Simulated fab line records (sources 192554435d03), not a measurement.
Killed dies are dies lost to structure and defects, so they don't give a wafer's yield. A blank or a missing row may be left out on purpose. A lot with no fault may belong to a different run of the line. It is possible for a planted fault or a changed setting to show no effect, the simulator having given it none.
Which of the tools did it? :: flow n5_finfet :: 72 wafers from 24 lots sampled at 5 of the route's 1938 steps

== WHAT THE GAUGES SHOWED, per wafer ==
N5_BEOL_M12_CD_MEAS_28: target cd 160.2 nm. Usual: cd_nm 160.5 nm, standard deviation 1.3.
lot: L075
measured: day 10 20:43
on: cd_sem-01
cd_nm (nm): 158.8 159.3 158.7
flag: 

lot: L077
measured: day 10 21:52
on: cd_sem-01
cd_nm (nm): 159.0 160.3 159.1
flag: 

lot: L074
measured: day 10 23:00
on: cd_sem-03
cd_nm (nm): 160.1 160.3 163.5
flag: 

lot: L076
measured: day 11 07:49
on: cd_sem-03
cd_nm (nm): 158.3 157.7 158.8
flag: 

lot: L078
measured: day 11 13:58
on: cd_sem-02
cd_nm (nm): 162.3 161.9 161.9
flag: 

lot: L081
measured: day 11 20:49
on: cd_sem-01
cd_nm (nm): 160.1 160.3 160.8
flag: 

lot: L080
measured: day 12 00:25
on: cd_sem-01
cd_nm (nm): 158.8 158.5 161.8
flag: 

lot: L079
measured: day 12 02:07
on: cd_sem-02
cd_nm (nm): 160.8 159.9 160.2
flag: 

lot: L082
measured: day 12 07:28
on: cd_sem-03
cd_nm (nm): 160.4 161.9 160.7
flag: 

lot: L083
measured: day 12 21:19
on: cd_sem-01
cd_nm (nm): 162.4 160.2 161.1
flag: 

lot: L085
measured: day 13 11:23
on: cd_sem-01
cd_nm (nm): 160.3 160.2 160.4
flag: 

lot: L084
measured: day 13 12:22
on: cd_sem-02
cd_nm (nm): 161.0 160.7 162.5
flag: 

lot: L086
measured: day 13 13:08
on: cd_sem-01
cd_nm (nm): 162.4 161.8 160.9
flag: 

lot: L088
measured: day 13 16:53
on: cd_sem-02
cd_nm (nm): 159.2 160.1 159.8
flag: 

lot: L087
measured: day 13 17:13
on: cd_sem-03
cd_nm (nm): 161.3 163.3 162.9
flag: 

lot: L089
measured: day 14 03:51
on: cd_sem-01
cd_nm (nm): 160.7 160.1 160.9
flag: 

lot: L091
measured: day 14 16:11
on: cd_sem-02
cd_nm (nm): 160.5 159.9 160.5
flag: 

lot: L090
measured: day 14 16:53
on: cd_sem-01
cd_nm (nm): 159.6 160.6 160.4
flag: 

lot: L092
measured: day 15 01:20
on: cd_sem-01
cd_nm (nm): 159.8 159.5 158.9
flag: 

lot: L093
measured: day 15 10:23
on: cd_sem-02
cd_nm (nm): 160.8 160.6 160.4
flag: 

lot: L094
measured: day 15 17:08
on: cd_sem-02
cd_nm (nm): 160.1 161.1 162.4
flag: 

lot: L095
measured: day 16 08:20
on: cd_sem-01
cd_nm (nm): 159.0 160.1 161.3
flag: 

lot: L096
measured: day 16 08:49
on: cd_sem-01
cd_nm (nm): 160.9 161.3 162.0
flag: 

lot: L097
measured: day 16 13:07
on: cd_sem-03
cd_nm (nm): 159.7 161.0 160.7
flag: 

N5_BEOL_M12_INSPECT_30: inspects for defects (macro). Usual: raw_defect_count 2.2, standard deviation 1.4.
lot: L075
measured: day 10 20:46
on: defect_inspect-01
raw_defect_count: 3 2 4
flag: 

lot: L077
measured: day 10 21:55
on: defect_inspect-01
raw_defect_count: 4 1 2
flag: 

lot: L074
measured: day 10 23:03
on: defect_inspect-02
raw_defect_count: 2 1 0
flag: 

lot: L076
measured: day 11 07:52
on: defect_inspect-01
raw_defect_count: 0 8 3
flag: 

lot: L078
measured: day 11 14:01
on: defect_inspect-02
raw_defect_count: 1 3 2
flag: 

lot: L081
measured: day 11 20:53
on: defect_inspect-01
raw_defect_count: 0 4 1
flag: 

lot: L080
measured: day 12 00:29
on: defect_inspect-01
raw_defect_count: 3 2 2
flag: 

lot: L079
measured: day 12 02:10
on: defect_inspect-01
raw_defect_count: 3 3 4
flag: 

lot: L082
measured: day 12 07:31
on: defect_inspect-02
raw_defect_count: 2 3 2
flag: 

lot: L083
measured: day 12 21:22
on: defect_inspect-01
raw_defect_count: 3 2 6
flag: 

lot: L085
measured: day 13 11:26
on: defect_inspect-02
raw_defect_count: 1 5 1
flag: 

lot: L084
measured: day 13 12:25
on: defect_inspect-01
raw_defect_count: 3 3 3
flag: 

lot: L086
measured: day 13 13:12
on: defect_inspect-01
raw_defect_count: 5 5 2
flag: 

lot: L088
measured: day 13 16:56
on: defect_inspect-01
raw_defect_count: 2 1 0
flag: 

lot: L087
measured: day 13 17:16
on: defect_inspect-01
raw_defect_count: 2 3 3
flag: 

lot: L089
measured: day 14 03:54
on: defect_inspect-02
raw_defect_count: 2 4 4
flag: 

lot: L091
measured: day 14 16:14
on: defect_inspect-01
raw_defect_count: 1 1 2
flag: 

lot: L090
measured: day 14 16:56
on: defect_inspect-01
raw_defect_count: 1 2 4
flag: 

lot: L092
measured: day 15 01:23
on: defect_inspect-02
raw_defect_count: 1 1 5
flag: 

lot: L093
measured: day 15 10:26
on: defect_inspect-02
raw_defect_count: 2 1 0
flag: 

lot: L094
measured: day 15 17:11
on: defect_inspect-01
raw_defect_count: 3 1 1
flag: 

lot: L095
measured: day 16 08:23
on: defect_inspect-02
raw_defect_count: 0 1 2
flag: 

lot: L096
measured: day 16 08:52
on: defect_inspect-01
raw_defect_count: 2 2 2
flag: 

lot: L097
measured: day 16 13:10
on: defect_inspect-01
raw_defect_count: 2 2 2
flag: 

== EACH LOT AND THE TOOL THAT RAN IT (in order: tool; ch and the chambers of the sampled wafers; start) ==
lot: L075
N5_BEOL_M11_ANNEAL_51: rtp_anneal-02 ch 0, day 10 18:33
N5_BEOL_M12_ETCH_59: rie_diel-04 ch 1,2, day 10 19:50
N5_BEOL_M12_STRIP_63: plasma_asher-01 ch 0,1, day 10 20:12

lot: L077
N5_BEOL_M11_ANNEAL_51: rtp_anneal-02 ch 0, day 10 19:25
N5_BEOL_M12_ETCH_59: rie_diel-04 ch 1,2, day 10 20:49
N5_BEOL_M12_STRIP_63: plasma_asher-02 ch 0,1, day 10 21:11

lot: L074
N5_BEOL_M11_ANNEAL_51: rtp_anneal-01 ch 0, day 10 20:44
N5_BEOL_M12_ETCH_59: rie_diel-04 ch 0,3, day 10 22:13
N5_BEOL_M12_STRIP_63: plasma_asher-01 ch 0,1, day 10 22:28

lot: L076
N5_BEOL_M11_ANNEAL_51: rtp_anneal-02 ch 0, day 11 05:46
N5_BEOL_M12_ETCH_59: rie_diel-05 ch 0,1,3, day 11 07:01
N5_BEOL_M12_STRIP_63: plasma_asher-02 ch 0,1, day 11 07:17

lot: L078
N5_BEOL_M11_ANNEAL_51: rtp_anneal-01 ch 0, day 11 11:49
N5_BEOL_M12_ETCH_59: rie_diel-02 ch 0,1,2, day 11 13:10
N5_BEOL_M12_STRIP_63: plasma_asher-01 ch 0,1, day 11 13:25

lot: L081
N5_BEOL_M11_ANNEAL_51: rtp_anneal-02 ch 0, day 11 18:22
N5_BEOL_M12_ETCH_59: rie_diel-04 ch 0,2,3, day 11 19:55
N5_BEOL_M12_STRIP_63: plasma_asher-01 ch 0,1, day 11 20:10

lot: L080
N5_BEOL_M11_ANNEAL_51: rtp_anneal-02 ch 0, day 11 22:17
N5_BEOL_M12_ETCH_59: rie_diel-02 ch 1,3, day 11 23:38
N5_BEOL_M12_STRIP_63: plasma_asher-01 ch 0,1, day 11 23:53

lot: L079
N5_BEOL_M11_ANNEAL_51: rtp_anneal-01 ch 0, day 12 00:01
N5_BEOL_M12_ETCH_59: rie_diel-05 ch 0,2,3, day 12 01:20
N5_BEOL_M12_STRIP_63: plasma_asher-02 ch 0,1, day 12 01:35

lot: L082
N5_BEOL_M11_ANNEAL_51: rtp_anneal-02 ch 0, day 12 05:07
N5_BEOL_M12_ETCH_59: rie_diel-05 ch 1,3, day 12 06:34
N5_BEOL_M12_STRIP_63: plasma_asher-01 ch 0,1, day 12 06:49

lot: L083
N5_BEOL_M11_ANNEAL_51: rtp_anneal-02 ch 0, day 12 19:08
N5_BEOL_M12_ETCH_59: rie_diel-02 ch 0,3, day 12 20:31
N5_BEOL_M12_STRIP_63: plasma_asher-01 ch 0,1, day 12 20:46

lot: L085
N5_BEOL_M11_ANNEAL_51: rtp_anneal-02 ch 0, day 13 09:07
N5_BEOL_M12_ETCH_59: rie_diel-05 ch 0,2,3, day 13 10:29
N5_BEOL_M12_STRIP_63: plasma_asher-02 ch 0,1, day 13 10:44

lot: L084
N5_BEOL_M11_ANNEAL_51: rtp_anneal-02 ch 0, day 13 10:10
N5_BEOL_M12_ETCH_59: rie_diel-02 ch 0,2,3, day 13 11:35
N5_BEOL_M12_STRIP_63: plasma_asher-02 ch 0,1, day 13 11:50

lot: L086
N5_BEOL_M11_ANNEAL_51: rtp_anneal-01 ch 0, day 13 10:54
N5_BEOL_M12_ETCH_59: rie_diel-04 ch 0,2,3, day 13 12:22
N5_BEOL_M12_STRIP_63: plasma_asher-02 ch 0,1, day 13 12:37

lot: L088
N5_BEOL_M11_ANNEAL_51: rtp_anneal-02 ch 0, day 13 14:46
N5_BEOL_M12_ETCH_59: rie_diel-05 ch 0,1, day 13 16:06
N5_BEOL_M12_STRIP_63: plasma_asher-01 ch 0,1, day 13 16:21

lot: L087
N5_BEOL_M11_ANNEAL_51: rtp_anneal-02 ch 0, day 13 15:05
N5_BEOL_M12_ETCH_59: rie_diel-05 ch 0,1,2, day 13 16:25
N5_BEOL_M12_STRIP_63: plasma_asher-02 ch 0,1, day 13 16:40

lot: L089
N5_BEOL_M11_ANNEAL_51: rtp_anneal-02 ch 0, day 14 01:40
N5_BEOL_M12_ETCH_59: rie_diel-05 ch 0,1,2, day 14 03:04
N5_BEOL_M12_STRIP_63: plasma_asher-02 ch 0,1, day 14 03:20

lot: L091
N5_BEOL_M11_ANNEAL_51: rtp_anneal-01 ch 0, day 14 13:49
N5_BEOL_M12_ETCH_59: rie_diel-05 ch 0,1,3, day 14 15:17
N5_BEOL_M12_STRIP_63: plasma_asher-02 ch 0,1, day 14 15:32

lot: L090
N5_BEOL_M11_ANNEAL_51: rtp_anneal-01 ch 0, day 14 14:50
N5_BEOL_M12_ETCH_59: rie_diel-04 ch 0,1, day 14 16:06
N5_BEOL_M12_STRIP_63: plasma_asher-01 ch 0,1, day 14 16:22

lot: L092
N5_BEOL_M11_ANNEAL_51: rtp_anneal-01 ch 0, day 14 23:13
N5_BEOL_M12_ETCH_59: rie_diel-04 ch 0,1,3, day 15 00:32
N5_BEOL_M12_STRIP_63: plasma_asher-02 ch 0,1, day 15 00:47

lot: L093
N5_BEOL_M11_ANNEAL_51: rtp_anneal-02 ch 0, day 15 07:59
N5_BEOL_M12_ETCH_59: rie_diel-05 ch 0,1,2, day 15 09:29
N5_BEOL_M12_STRIP_63: plasma_asher-02 ch 0,1, day 15 09:44

lot: L094
N5_BEOL_M11_ANNEAL_51: rtp_anneal-02 ch 0, day 15 14:35
N5_BEOL_M12_ETCH_59: rie_diel-05 ch 0,2,3, day 15 16:14
N5_BEOL_M12_STRIP_63: plasma_asher-02 ch 0,1, day 15 16:29

lot: L095
N5_BEOL_M11_ANNEAL_51: rtp_anneal-02 ch 0, day 16 06:06
N5_BEOL_M12_ETCH_59: rie_diel-02 ch 0,1, day 16 07:25
N5_BEOL_M12_STRIP_63: plasma_asher-01 ch 0,1, day 16 07:40

lot: L096
N5_BEOL_M11_ANNEAL_51: rtp_anneal-01 ch 0, day 16 06:44
N5_BEOL_M12_ETCH_59: rie_diel-02 ch 0,2,3, day 16 08:01
N5_BEOL_M12_STRIP_63: plasma_asher-01 ch 0,1, day 16 08:18

lot: L097
N5_BEOL_M11_ANNEAL_51: rtp_anneal-01 ch 0, day 16 10:41
N5_BEOL_M12_ETCH_59: rie_diel-02 ch 0,1,3, day 16 12:11
N5_BEOL_M12_STRIP_63: plasma_asher-01 ch 0,1, day 16 12:28
- N5_BEOL_M11_ANNEAL_51: time 90 s.
- N5_BEOL_M12_ETCH_59: etches BARC in N2/H2, target depth 89 nm, overetch 26.7 nm, time 67.9 s.
- N5_BEOL_M12_STRIP_63: strips in N2/H2.

== WHAT THE TOOLS THEMSELVES READ (means of the sampled wafers that have a number; where no wafer has one, the mark that the record gives instead) ==
N5_BEOL_M11_ANNEAL_51. Usual: wafer_temp_C_max 226.16, standard deviation 0.26.
lot: L075
tool: rtp_anneal-02
wafer_temp_C_max: 226.16
flag: 

lot: L077
tool: rtp_anneal-02
wafer_temp_C_max: 226.33
flag: 

lot: L074
tool: rtp_anneal-01
wafer_temp_C_max: 226.33
flag: 

lot: L076
tool: rtp_anneal-02
wafer_temp_C_max: 225.93
flag: 

lot: L078
tool: rtp_anneal-01
wafer_temp_C_max: 226.33
flag: 

lot: L081
tool: rtp_anneal-02
wafer_temp_C_max: 226.01
flag: 

lot: L080
tool: rtp_anneal-02
wafer_temp_C_max: 226.63
flag: 

lot: L079
tool: rtp_anneal-01
wafer_temp_C_max: 226.32
flag: 

lot: L082
tool: rtp_anneal-02
wafer_temp_C_max: 226.46
flag: 

lot: L083
tool: rtp_anneal-02
wafer_temp_C_max: 226.11
flag: 

lot: L085
tool: rtp_anneal-02
wafer_temp_C_max: 226.10
flag: 

lot: L084
tool: rtp_anneal-02
wafer_temp_C_max: 226.16
flag: 

lot: L086
tool: rtp_anneal-01
wafer_temp_C_max: 225.81
flag: 

lot: L088
tool: rtp_anneal-02
wafer_temp_C_max: 225.95
flag: 

lot: L087
tool: rtp_anneal-02
wafer_temp_C_max: 226.20
flag: 

lot: L089
tool: rtp_anneal-02
wafer_temp_C_max: 226.19
flag: 

lot: L091
tool: rtp_anneal-01
wafer_temp_C_max: 226.18
flag: 

lot: L090
tool: rtp_anneal-01
wafer_temp_C_max: 226.54
flag: 

lot: L092
tool: rtp_anneal-01
wafer_temp_C_max: 225.92
flag: 

lot: L093
tool: rtp_anneal-02
wafer_temp_C_max: 226.02
flag: 

lot: L094
tool: rtp_anneal-02
wafer_temp_C_max: 226.05
flag: 

lot: L095
tool: rtp_anneal-02
wafer_temp_C_max: 226.36
flag: 

lot: L096
tool: rtp_anneal-01
wafer_temp_C_max: 226.20
flag: 

lot: L097
tool: rtp_anneal-01
wafer_temp_C_max: 226.38
flag: 

N5_BEOL_M12_ETCH_59. Usual: drypump_motor_current_A 5.8 A, standard deviation 0.42; oes_product_au 0.70 a.u., standard deviation 0.052; rf_vpp_V 524.4 V, standard deviation 2.5; showerhead_plenum_p_Torr 2.57 Torr, standard deviation 0.09; throttle_valve_pct 17.79 %, standard deviation 0.27.
lot: L075
tool: rie_diel-04
drypump_motor_current_A (A): 5.9
oes_product_au (a.u.): 0.69
rf_vpp_V (V): 522.8
showerhead_plenum_p_Torr (Torr): 2.51
throttle_valve_pct (%): 17.86
flag: 

lot: L077
tool: rie_diel-04
drypump_motor_current_A (A): 5.9
oes_product_au (a.u.): 0.69
rf_vpp_V (V): 523.5
showerhead_plenum_p_Torr (Torr): 2.51
throttle_valve_pct (%): 17.87
flag: 

lot: L074
tool: rie_diel-04
drypump_motor_current_A (A): 5.0
oes_product_au (a.u.): 0.67
rf_vpp_V (V): 523.1
showerhead_plenum_p_Torr (Torr): 2.52
throttle_valve_pct (%): 17.94
flag: 

lot: L076
tool: rie_diel-05
drypump_motor_current_A (A): 5.8
oes_product_au (a.u.): 0.69
rf_vpp_V (V): 523.9
showerhead_plenum_p_Torr (Torr): 2.56
throttle_valve_pct (%): 17.85
flag: 

lot: L078
tool: rie_diel-02
drypump_motor_current_A (A): 6.1
oes_product_au (a.u.): 0.71
rf_vpp_V (V): 525.6
showerhead_plenum_p_Torr (Torr): 2.60
throttle_valve_pct (%): 17.68
flag: 

lot: L081
tool: rie_diel-04
drypump_motor_current_A (A): 5.4
oes_product_au (a.u.): 0.67
rf_vpp_V (V): 523.1
showerhead_plenum_p_Torr (Torr): 2.52
throttle_valve_pct (%): 17.83
flag: 

lot: L080
tool: rie_diel-02
drypump_motor_current_A (A): 5.5
oes_product_au (a.u.): 0.65
rf_vpp_V (V): 522.7
showerhead_plenum_p_Torr (Torr): 2.51
throttle_valve_pct (%): 17.92
flag: 

lot: L079
tool: rie_diel-05
drypump_motor_current_A (A): 5.7
oes_product_au (a.u.): 0.71
rf_vpp_V (V): 523.3
showerhead_plenum_p_Torr (Torr): 2.54
throttle_valve_pct (%): 17.90
flag: 

lot: L082
tool: rie_diel-05
drypump_motor_current_A (A): 5.8
oes_product_au (a.u.): 0.69
rf_vpp_V (V): 524.1
showerhead_plenum_p_Torr (Torr): 2.53
throttle_valve_pct (%): 17.73
flag: 

lot: L083
tool: rie_diel-02
drypump_motor_current_A (A): 6.3
oes_product_au (a.u.): 0.75
rf_vpp_V (V): 527.2
showerhead_plenum_p_Torr (Torr): 2.66
throttle_valve_pct (%): 17.47
flag: 

lot: L085
tool: rie_diel-05
drypump_motor_current_A (A): 5.7
oes_product_au (a.u.): 0.69
rf_vpp_V (V): 523.2
showerhead_plenum_p_Torr (Torr): 2.53
throttle_valve_pct (%): 17.92
flag: 

lot: L084
tool: rie_diel-02
drypump_motor_current_A (A): 5.9
oes_product_au (a.u.): 0.72
rf_vpp_V (V): 526.6
showerhead_plenum_p_Torr (Torr): 2.64
throttle_valve_pct (%): 17.72
flag: 

lot: L086
tool: rie_diel-04
drypump_motor_current_A (A): 5.4
oes_product_au (a.u.): 0.73
rf_vpp_V (V): 525.7
showerhead_plenum_p_Torr (Torr): 2.62
throttle_valve_pct (%): 17.71
flag: 

lot: L088
tool: rie_diel-05
drypump_motor_current_A (A): 5.8
oes_product_au (a.u.): 0.65
rf_vpp_V (V): 525.3
showerhead_plenum_p_Torr (Torr): 2.61
throttle_valve_pct (%): 17.81
flag: 

lot: L087
tool: rie_diel-05
drypump_motor_current_A (A): 5.8
oes_product_au (a.u.): 0.68
rf_vpp_V (V): 523.7
showerhead_plenum_p_Torr (Torr): 2.56
throttle_valve_pct (%): 17.72
flag: 

lot: L089
tool: rie_diel-05
drypump_motor_current_A (A): 5.8
oes_product_au (a.u.): 0.68
rf_vpp_V (V): 523.5
showerhead_plenum_p_Torr (Torr): 2.56
throttle_valve_pct (%): 17.73
flag: 

lot: L091
tool: rie_diel-05
drypump_motor_current_A (A): 5.7
oes_product_au (a.u.): 0.66
rf_vpp_V (V): 523.9
showerhead_plenum_p_Torr (Torr): 2.55
throttle_valve_pct (%): 17.89
flag: 

lot: L090
tool: rie_diel-04
drypump_motor_current_A (A): 5.6
oes_product_au (a.u.): 0.71
rf_vpp_V (V): 523.4
showerhead_plenum_p_Torr (Torr): 2.55
throttle_valve_pct (%): 17.93
flag: 

lot: L092
tool: rie_diel-04
drypump_motor_current_A (A): 5.3
oes_product_au (a.u.): 0.70
rf_vpp_V (V): 524.9
showerhead_plenum_p_Torr (Torr): 2.58
throttle_valve_pct (%): 17.90
flag: 

lot: L093
tool: rie_diel-05
drypump_motor_current_A (A): 5.8
oes_product_au (a.u.): 0.67
rf_vpp_V (V): 524.0
showerhead_plenum_p_Torr (Torr): 2.55
throttle_valve_pct (%): 17.74
flag: 

lot: L094
tool: rie_diel-05
drypump_motor_current_A (A): 5.7
oes_product_au (a.u.): 0.68
rf_vpp_V (V): 524.2
showerhead_plenum_p_Torr (Torr): 2.53
throttle_valve_pct (%): 17.95
flag: 

lot: L095
tool: rie_diel-02
drypump_motor_current_A (A): 6.2
oes_product_au (a.u.): 0.80
rf_vpp_V (V): 528.1
showerhead_plenum_p_Torr (Torr): 2.70
throttle_valve_pct (%): 17.41
flag: 

lot: L096
tool: rie_diel-02
drypump_motor_current_A (A): 5.9
oes_product_au (a.u.): 0.69
rf_vpp_V (V): 525.6
showerhead_plenum_p_Torr (Torr): 2.63
throttle_valve_pct (%): 17.76
flag: 

lot: L097
tool: rie_diel-02
drypump_motor_current_A (A): 6.0
oes_product_au (a.u.): 0.73
rf_vpp_V (V): 526.3
showerhead_plenum_p_Torr (Torr): 2.65
throttle_valve_pct (%): 17.59
flag: 

N5_BEOL_M12_STRIP_63. Usual: drypump_motor_current_A 5.8 A, standard deviation 0.57; heater_power_w 323 W, standard deviation 39; oes_product_au 0.693 a.u., standard deviation 0.0048; strip_time_to_endpoint_s 42.6 s, standard deviation 0.69.
lot: L075
tool: plasma_asher-01
drypump_motor_current_A (A): 5.6
heater_power_w (W): 325
oes_product_au (a.u.): 0.693
strip_time_to_endpoint_s (s): 42.5
flag: 

lot: L077
tool: plasma_asher-02
drypump_motor_current_A (A): 6.3
heater_power_w (W): 330
oes_product_au (a.u.): 0.689
strip_time_to_endpoint_s (s): 42.2
flag: 

lot: L074
tool: plasma_asher-01
drypump_motor_current_A (A): 5.6
heater_power_w (W): 324
oes_product_au (a.u.): 0.690
strip_time_to_endpoint_s (s): 41.8
flag: 

lot: L076
tool: plasma_asher-02
drypump_motor_current_A (A): 6.1
heater_power_w (W): 302
oes_product_au (a.u.): 0.692
strip_time_to_endpoint_s (s): 42.5
flag: 

lot: L078
tool: plasma_asher-01
drypump_motor_current_A (A): 5.2
heater_power_w (W): 342
oes_product_au (a.u.): 0.691
strip_time_to_endpoint_s (s): 42.5
flag: 

lot: L081
tool: plasma_asher-01
drypump_motor_current_A (A): 5.2
heater_power_w (W): 339
oes_product_au (a.u.): 0.689
strip_time_to_endpoint_s (s): 43.0
flag: 

lot: L080
tool: plasma_asher-01
drypump_motor_current_A (A): 5.2
heater_power_w (W): 341
oes_product_au (a.u.): 0.690
strip_time_to_endpoint_s (s): 42.1
flag: 

lot: L079
tool: plasma_asher-02
drypump_motor_current_A (A): 6.3
heater_power_w (W): 328
oes_product_au (a.u.): 0.696
strip_time_to_endpoint_s (s): 43.4
flag: 

lot: L082
tool: plasma_asher-01
drypump_motor_current_A (A): 5.6
heater_power_w (W): 324
oes_product_au (a.u.): 0.691
strip_time_to_endpoint_s (s): 42.8
flag: 

lot: L083
tool: plasma_asher-01
drypump_motor_current_A (A): 5.6
heater_power_w (W): 325
oes_product_au (a.u.): 0.690
strip_time_to_endpoint_s (s): 43.0
flag: 

lot: L085
tool: plasma_asher-02
drypump_motor_current_A (A): 6.3
heater_power_w (W): 329
oes_product_au (a.u.): 0.690
strip_time_to_endpoint_s (s): 42.8
flag: 

lot: L084
tool: plasma_asher-02
drypump_motor_current_A (A): 6.3
heater_power_w (W): 332
oes_product_au (a.u.): 0.694
strip_time_to_endpoint_s (s): 42.4
flag: 

lot: L086
tool: plasma_asher-02
drypump_motor_current_A (A): 6.3
heater_power_w (W): 333
oes_product_au (a.u.): 0.695
strip_time_to_endpoint_s (s): 41.8
flag: 

lot: L088
tool: plasma_asher-01
drypump_motor_current_A (A): 5.5
heater_power_w (W): 325
oes_product_au (a.u.): 0.695
strip_time_to_endpoint_s (s): 43.7
flag: 

lot: L087
tool: plasma_asher-02
drypump_motor_current_A (A): 6.3
heater_power_w (W): 328
oes_product_au (a.u.): 0.691
strip_time_to_endpoint_s (s): 42.8
flag: 

lot: L089
tool: plasma_asher-02
drypump_motor_current_A (A): 6.3
heater_power_w (W): 332
oes_product_au (a.u.): 0.696
strip_time_to_endpoint_s (s): 42.9
flag: 

lot: L091
tool: plasma_asher-02
drypump_motor_current_A (A): 6.3
heater_power_w (W): 329
oes_product_au (a.u.): 0.693
strip_time_to_endpoint_s (s): 42.9
flag: 

lot: L090
tool: plasma_asher-01
drypump_motor_current_A (A): 5.6
heater_power_w (W): 324
oes_product_au (a.u.): 0.694
strip_time_to_endpoint_s (s): 42.3
flag: 

lot: L092
tool: plasma_asher-02
drypump_motor_current_A (A): 6.3
heater_power_w (W): 331
oes_product_au (a.u.): 0.698
strip_time_to_endpoint_s (s): 42.9
flag: 

lot: L093
tool: plasma_asher-02
drypump_motor_current_A (A): 6.3
heater_power_w (W): 334
oes_product_au (a.u.): 0.689
strip_time_to_endpoint_s (s): 42.4
flag: 

lot: L094
tool: plasma_asher-02
drypump_motor_current_A (A): 6.2
heater_power_w (W): 298
oes_product_au (a.u.): 0.692
strip_time_to_endpoint_s (s): 42.9
flag: 

lot: L095
tool: plasma_asher-01
drypump_motor_current_A (A): 5.6
heater_power_w (W): 327
oes_product_au (a.u.): 0.692
strip_time_to_endpoint_s (s): 42.4
flag: 

lot: L096
tool: plasma_asher-01
drypump_motor_current_A (A): 5.2
heater_power_w (W): 340
oes_product_au (a.u.): 0.695
strip_time_to_endpoint_s (s): 41.9
flag: 

lot: L097
tool: plasma_asher-01
drypump_motor_current_A (A): 5.6
heater_power_w (W): 325
oes_product_au (a.u.): 0.690
strip_time_to_endpoint_s (s): 42.1
flag: 

== THE ANSWER, worked out from the rows above alone ==
Rule: take the mean of a lot's wafers that have a number; if it is more than 3 standard deviations from the usual mean, the lot is off. Also off: a lot with no number at a reading for which 4 or more lots have one. All remaining lots with rows at the step are treated as sound. After the gauges, taken in route order, come the tools' own readings; for these a lot's mean is taken, as printed above. At the first step where some lot is off, the reading lying furthest off is the one used; lots without a number count as furthest.
No lot is off at any reading shown: from this, nothing can be told.

== WHAT THE SIMULATOR HAD INSERTED ==
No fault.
